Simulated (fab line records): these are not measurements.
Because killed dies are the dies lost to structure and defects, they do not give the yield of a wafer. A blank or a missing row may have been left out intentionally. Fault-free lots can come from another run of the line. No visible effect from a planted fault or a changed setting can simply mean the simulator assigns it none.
fab line records	flow n5-finfet
[record] lots = 7	wafers = 39
route steps=1938 shown PMOS_HMC_CHANNEL_EPI@68 STI_FIN_REVEAL@190 SD_EPI_N@269 HKMG_FIN@448 MOL_CONTACT_COAG@559 BEOL_M1@753 BEOL_M2@844 BEOL_M3@981 BEOL_M4@1111
start-h: hours from the record's opening day to when the first of the lot's shown wafers began	wait-h: hours elapsed since this lot's preceding step	" the same as in the row above	L1.1+2: a row that stands for several wafers	- no value, or no start was given	* or withheld: withheld	< > ~ a bound
route shown NAME@n: a module of which the file shows steps, and the number in the route of the first	usual: average and standard deviation across the fault-free wafers	same: alike in all rows	chamber/n: place in a boat	sites: per-site readings	_std_site: the values' standard deviation	_edge_site: mean of outer sites minus mean of inner sites	radius-mm: how far each site lies from the wafer's centre	mask NAME#n: copy n	behind: tool/chamber where the wafer was last shaped	hold: why the lot was held/for how many hours/how that ended	device: transistor that didn't switch, given as n, p or np	end of line: the same wafers' tests at the end of the route	a step without rows: its recipe alone	killed: not the wafer's yield, but the dies lost to structure and defects at the first sort	map: a wafer's dies, marking killed ones x, the rest . and places with no die _
set.NAME: setting as actually run; set.NAME@STEP: the setting as run at that earlier step	model.NAME: the simulator's own value behind a step, which no gauge read
lots whose settings were changed on purpose; a table a step, a row a wafer
[[steps]]
[step N5_PMOS_HMC_CHANNEL_EPI_DESCUM_14]
[recipe] chemistry = O2	time-s = 7.9	source-power-w = 50	bias-power-w = 20	pressure-mtorr = 20	rf-frequency-hz = 2.712e+07	temp-c = 40	resist = CAR-ArF-block	o2-flow-sccm = 225
[step N5_STI_FIN_REVEAL_ETCHBACK_08]
[recipe] chemistry = C4F6/O2	target = SiO2	target-depth-a = 305	time-s = 10.167	ion-energy-ev = 250	pressure-mtorr = 30	source-w = 345	bias-w = 185	Ar_flow_sccm = 300	C4F6_flow_sccm = 10	O2_flow_sccm = 10
[step N5_SD_EPI_N_DEVELOP_08]
[recipe] develop-time-s = 30	developer = TMAH	resist = CAR-ArF-block	dev-temp-c = 23	rinse-liquid = diw	dry = air-spin
[step N5_HKMG_FIN_NWFM_ALD_20]
[recipe] material = TiAlC	target-thk-a = 20	temp-c = 300	ald-precursor-family = TiCl4	ald-co-reactant = TEA	pulse-time-s = 3	purge-time-s = 2	co-reactant-purge-time-s = 2	co-reactant-pulse-time-s = 10	ald-cycles = 7	pressure-torr = 3
[step N5_MOL_CONTACT_COAG_ALD_27]
[recipe] material = SiOC	target-thk-a = 170	temp-c = 400	ald-precursor-family = carbosiloxane	ald-co-reactant = H2-plasma	pulse-time-s = 1.5	time-s = 2720	purge-time-s = 2	co-reactant-purge-time-s = 2	ald-cycles = 340	pressure-torr = 2
[step N5_BEOL_M1_PECVD_72]
[recipe] material = SiO2	target-thk-a = 160	temp-c = 400	precursor = TEOS/O2	pressure-torr = 5.5	rf-w = 450	teos-flow-sccm = 53.8	gas = O2	flow-sccm = 3000	time-s = 18
[step N5_BEOL_M2_HM_DEP_02]
[recipe] material = TiN	target-thk-a = 200	temp-c = 25	chamber-pressure-pa = 0.49996
[step N5_BEOL_M3_ETCH_41]
[recipe] chemistry = CH3F/O2	target = SiCN	target-depth-a = 299	taper-deg = 2	time-s = 52.5	ion-energy-ev = 120	mask-material = TiN	pressure-mtorr = 30	source-w = 395	bias-w = 75	Ar_flow_sccm = 150	CH3F_flow_sccm = 30	O2_flow_sccm = 20
[step N5_BEOL_M4_RC_MEAS_101]
[usual] IOFF_N_LONG = 5.57e-05/2.4e-06	ION_N = 672/12	ION_P = 459/7.1	REXT_N = 75.8/1.5	REXT_P = 100.6/1.8	VT_N_LONG = 274.5/1.7
lot.wafer	tool	chamber	start-h	wait-h	set.time-s@PMOS_HMC_CHANNEL_EPI_DESCUM_14	set.target-depth-a@STI_FIN_REVEAL_ETCHBACK_08	set.develop-time-s@SD_EPI_N_DEVELOP_08	set.co-reactant-pulse-time-s@HKMG_FIN_NWFM_ALD_20	set.time-s@MOL_CONTACT_COAG_ALD_27	set.time-s@BEOL_M1_PECVD_72	set.target-thk-a@BEOL_M2_HM_DEP_02	set.target-depth-a@BEOL_M3_ETCH_41	IOFF_N_LONG[nA/um]	ION_N[uA/um]	ION_P[uA/um]	REXT_N[ohm.um]	REXT_P[ohm.um]	VT_N_LONG[mV]
L076.1	prober-01	0	186.23	0.0	7.9	244.3	22.65	13.5	1550	18	200	299	5.68e-05	601	408	79.4	103.4	274.5
L076.2	"	0	"	"	6.524	244.3	30	10	2720	18	200	248.3	5.36e-05	609	412	80.3	105.3	277.0
L076.3	"	0	"	"	7.9	305	22.65	10	2720	18	127.9	299	5.91e-05	661	458	75.3	99.3	272.7
L076.4	"	0	"	"	6.524	305	22.65	13.5	2720	25.76	200	248.3	6.32e-05	673	462	75.9	98.3	267.7
L076.5	"	0	"	"	7.9	305	30	13.5	1550	25.76	127.9	299	6.29e-05	675	454	75.6	98.4	267.6
L076.6	"	0	"	"	6.524	244.3	30	10	1550	25.76	127.9	248.3	5.36e-05	620	425	78.9	103.4	274.9
L080.1	prober-02	0	201.65	0.0	7.9	305	39.56	13.65	2720	7.31	165.6	299	6.59e-05	680	461	75.3	101.2	268.7
L080.2	"	0	"	"	7.9	130.1	39.56	10	2720	18	200	420.9	-	-	-	-	-	-
L080.3	"	0	"	"	7.9	305	30	10	2720	7.31	165.6	420.9	5.98e-05	665	450	77.2	103.7	275.8
L080.4	"	0	"	"	3.871	130.1	30	13.65	2720	18	165.6	420.9	-	-	-	-	-	-
L080.5	"	0	"	"	3.871	130.1	39.56	13.65	2720	7.31	200	299	-	-	-	-	-	-
L080.6	"	0	"	"	3.871	305	30	10	2720	18	200	299	6.11e-05	687	466	76.2	103.8	273.2
L081.1	prober-01	0	223.32	0.0	7.9	414.4	30	7.265	1387	18	200	299	4.87e-05	709	480	71.9	96.1	280.5
L081.2	"	0	"	"	7.9	305	30	7.265	2720	18	200	225.5	4.6e-05	666	472	74.9	99.4	282.5
L081.3	"	0	"	"	7.9	414.4	45.74	7.265	1387	18	238.1	299	4.72e-05	687	470	72.3	96.1	282.9
L081.4	"	0	"	"	7.9	305	45.74	10	2720	18	238.1	225.5	5.59e-05	676	461	74.3	100.3	272.6
L081.5	"	0	"	"	7.9	414.4	30	10	2720	18	238.1	299	5.68e-05	728	475	72.8	97.2	273.1
L081.6	"	0	"	"	7.9	305	45.74	10	1387	18	200	225.5	5.62e-05	664	453	74.2	100.0	275.2
L087.2	prober-01	0	259.40	0.2	7.9	305	30	10	2720	18	200	299	5.63e-05	663	448	74.6	99.0	272.2
L087.3	"	0	"	"	7.9	305	30	10	2720	18	200	299	5.69e-05	676	462	75.1	96.5	273.4
L087.5	"	0	"	"	7.9	305	30	10	2720	18	200	299	5.65e-05	669	463	74.9	97.8	274.1
L089.1	prober-01	0	263.28	0.0	5.291	305	43.42	5.055	2089	18	109.8	203	3.37e-05	624	468	78.9	99.8	298.4
L089.2	"	0	"	"	5.291	255.4	30	5.055	2089	18	200	299	3.2e-05	572	430	82.3	106.9	300.3
L089.3	"	0	"	"	7.9	255.4	43.42	10	2089	24.66	109.8	299	5.11e-05	619	420	83.1	105.5	278.2
L089.4	"	0	"	"	7.9	305	43.42	5.055	2720	24.66	200	299	3.43e-05	608	460	79.2	102.7	298.2
L089.5	"	0	"	"	7.9	255.4	30	10	2720	24.66	109.8	203	5.19e-05	610	411	83.5	108.3	278.6
L089.6	"	0	"	"	5.291	305	30	10	2720	18	200	203	5.49e-05	664	455	79.8	101.0	277.0
L095.1	prober-01	0	297.09	0.1	7.9	415.5	46.76	10	2720	18	200	299	5.74e-05	722	469	71.6	101.0	272.9
L095.2	"	0	"	"	11.52	415.5	30	10	3347	25.07	200	228.2	5.75e-05	762	481	72.0	99.5	275.1
L095.3	"	0	"	"	11.52	305	46.76	10	3347	18	200	299	5.6e-05	672	457	74.9	101.9	275.0
L095.4	"	0	"	"	7.9	305	30	8.342	3347	18	200	228.2	5.06e-05	689	476	74.0	102.7	278.5
L095.5	"	0	"	"	11.52	415.5	46.76	8.342	2720	25.07	200	228.2	5.24e-05	735	483	72.6	99.6	278.4
L095.6	"	0	"	"	7.9	305	30	8.342	2720	25.07	200	299	5.11e-05	656	461	75.3	103.1	277.1
L094.1	prober-02	0	297.75	0.0	7.9	305	30	7.259	3493	18	200	352.1	4.42e-05	657	459	72.5	99.8	283.9
L094.2	"	0	"	"	7.9	220	30	10	3493	18	200	352.1	4.66e-05	584	399	79.9	108.2	279.2
L094.3	"	0	"	"	7.9	305	30	7.259	2720	18	200	299	4.22e-05	654	457	74.0	99.0	285.4
L094.4	"	0	"	"	7.9	305	22.88	10	3493	18	200	299	5.13e-05	671	458	72.9	98.2	276.1
L094.5	"	0	"	"	7.9	220	22.88	10	2720	18	200	352.1	4.58e-05	595	399	79.7	108.4	280.7
L094.6	"	0	"	"	7.9	220	22.88	7.259	2720	18	200	299	3.99e-05	583	407	80.0	108.4	288.7
[[key]]
[split] step = N5_PMOS_HMC_CHANNEL_EPI_DESCUM_14	setting = time-s	stated-as = 7.9
response none clear
[split] step = N5_STI_FIN_REVEAL_ETCHBACK_08	setting = target-depth-a	stated-as = 305
[response] step = N5_BEOL_M4_RC_MEAS_101	reading = ION_N	slope = +2.02	per = 1%	together-with = all	explained = 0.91
[response] step = N5_BEOL_M4_RC_MEAS_101	reading = REXT_N	slope = -0.129	per = 1%	together-with = all	explained = 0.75
[response] step = N5_BEOL_M4_RC_MEAS_101	reading = REXT_P	slope = -0.174	per = 1%	together-with = all	explained = 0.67
[response] step = N5_BEOL_M4_RC_MEAS_101	reading = ION_P	slope = +1.04	per = 1%	together-with = all	explained = 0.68
[split] step = N5_SD_EPI_N_DEVELOP_08	setting = develop-time-s	stated-as = 30
response none clear
[split] step = N5_HKMG_FIN_NWFM_ALD_20	setting = co-reactant-pulse-time-s	stated-as = 10
[response] step = N5_BEOL_M4_RC_MEAS_101	reading = VT_N_LONG	slope = -0.304	per = 1%	together-with = all	explained = 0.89
[response] step = N5_BEOL_M4_RC_MEAS_101	reading = IOFF_N_LONG	slope = +2.89e-07	per = 1%	together-with = all	explained = 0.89
[split] step = N5_MOL_CONTACT_COAG_ALD_27	setting = time-s	stated-as = 2720
response none clear
[split] step = N5_BEOL_M1_PECVD_72	setting = time-s	stated-as = 18
response none clear
[split] step = N5_BEOL_M2_HM_DEP_02	setting = target-thk-a	stated-as = 200
response none clear
[split] step = N5_BEOL_M3_ETCH_41	setting = target-depth-a	stated-as = 299
response none clear
